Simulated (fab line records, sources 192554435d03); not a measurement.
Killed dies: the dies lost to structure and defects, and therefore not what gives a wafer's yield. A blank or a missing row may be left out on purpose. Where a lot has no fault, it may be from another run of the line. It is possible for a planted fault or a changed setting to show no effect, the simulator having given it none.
Matching of chambers + flow n5-finfet + N5_MOL_CONTACT_COAG_ETCHBACK_135 on rie-diel-03: 4 sister chambers
The step etches SiO2 in CHF3, target depth 25 nm, time 16.7 s. 18 wafers are shown with their chamber, then 9 later ones without.

WAFERS PAIRED WITH THEIR CHAMBERS
| wafer  | chamber | rf-vpp-V (V) | drypump-motor-current-A (A) | throttle-valve-pct (%) |
|--------|---------|--------------|-----------------------------|------------------------|
| L074.3 | 3       | 497          | 5.7                         | 18.98                  |
| L074.4 | 1       | 526          | 5.3                         | 18.33                  |
| L074.5 | 3       | 496          | 5.7                         | 18.97                  |
| L080.3 | 2       | 536          | 5.4                         | 18.47                  |
| L080.4 | 3       | 497          | 5.7                         | 19.01                  |
| L080.5 | 1       | 525          | 5.3                         | 18.35                  |
| L083.2 | 1       | 527          | 5.3                         | 18.37                  |
| L083.5 | 1       | 524          | 5.3                         | 18.36                  |
| L083.6 | 0       | 531          | 5.6                         | 18.55                  |
| L084.1 | 2       | 537          | 5.5                         | 18.46                  |
| L084.3 | 1       | 525          | 5.3                         | 18.38                  |
| L084.4 | 2       | 536          | 5.4                         | 18.46                  |
| L088.1 | 0       | 529          | 5.6                         | 18.55                  |
| L088.3 | 1       | 525          | 5.3                         | 18.40                  |
| L088.4 | 0       | 528          | 5.6                         | 18.56                  |
| L089.1 | 2       | 535          | 5.4                         | 18.49                  |
| L089.4 | 0       | 529          | 5.6                         | 18.58                  |
| L089.5 | 2       | 535          | 5.4                         | 18.48                  |

SIGNATURES (means of the wafers above)
| reading                 | chamber 0 | chamber 1 | chamber 2 | chamber 3 | scatter within a chamber |
|-------------------------|-----------|-----------|-----------|-----------|--------------------------|
| rf-vpp-V                | 529.25    | 525.33    | 535.80    | 496.67    | 0.984                    |
| drypump-motor-current-A | 5.600     | 5.300     | 5.420     | 5.700     | 0.0239                   |
| throttle-valve-pct      | 18.5600   | 18.3650   | 18.4720   | 18.9867   | 0.0191                   |
Rule: a wafer lies at a distance from a chamber equal to the root of the sum of squares, over the readings, of (its reading less the chamber's mean, divided by the reading's scatter). The wafer belongs to the nearest chamber; if the next one is less than 2 further off, it can't be placed. The scatter: the root of (the sum of the squares of (reading less its chamber's mean) over the shown wafers, divided by (wafers less chambers)).

WAFERS MISSING THEIR CHAMBER
| wafer  | rf-vpp-V (V) | drypump-motor-current-A (A) | throttle-valve-pct (%) |
|--------|--------------|-----------------------------|------------------------|
| L092.2 | 534          | 5.4                         | 18.52                  |
| L092.3 | 529          | 5.6                         | 18.59                  |
| L092.4 | 525          | 5.3                         | 18.40                  |
| L093.1 | 522          | 5.3                         | 18.40                  |
| L093.3 | 505          | 5.7                         | 18.60                  |
| L093.6 | 536          | 5.4                         | 18.49                  |
| L095.1 | 530          | 5.6                         | 18.58                  |
| L095.3 | 534          | 5.4                         | 18.51                  |
| L095.4 | 505          | 5.7                         | 18.62                  |

CHAMBER TAKEN BY EACH
| wafer  | from the rows above | in truth |
|--------|---------------------|----------|
| L092.2 | 2                   | 2        |
| L092.3 | 0                   | 0        |
| L092.4 | 1                   | 1        |
| L093.1 | 1                   | 1        |
| L093.3 | 3                   | 3        |
| L093.6 | 2                   | 2        |
| L095.1 | 0                   | 0        |
| L095.3 | 2                   | 2        |
| L095.4 | 3                   | 3        |
Correctly placed: 9 of 9. Number that these rows cannot place: 0. Wrongly placed: 0.
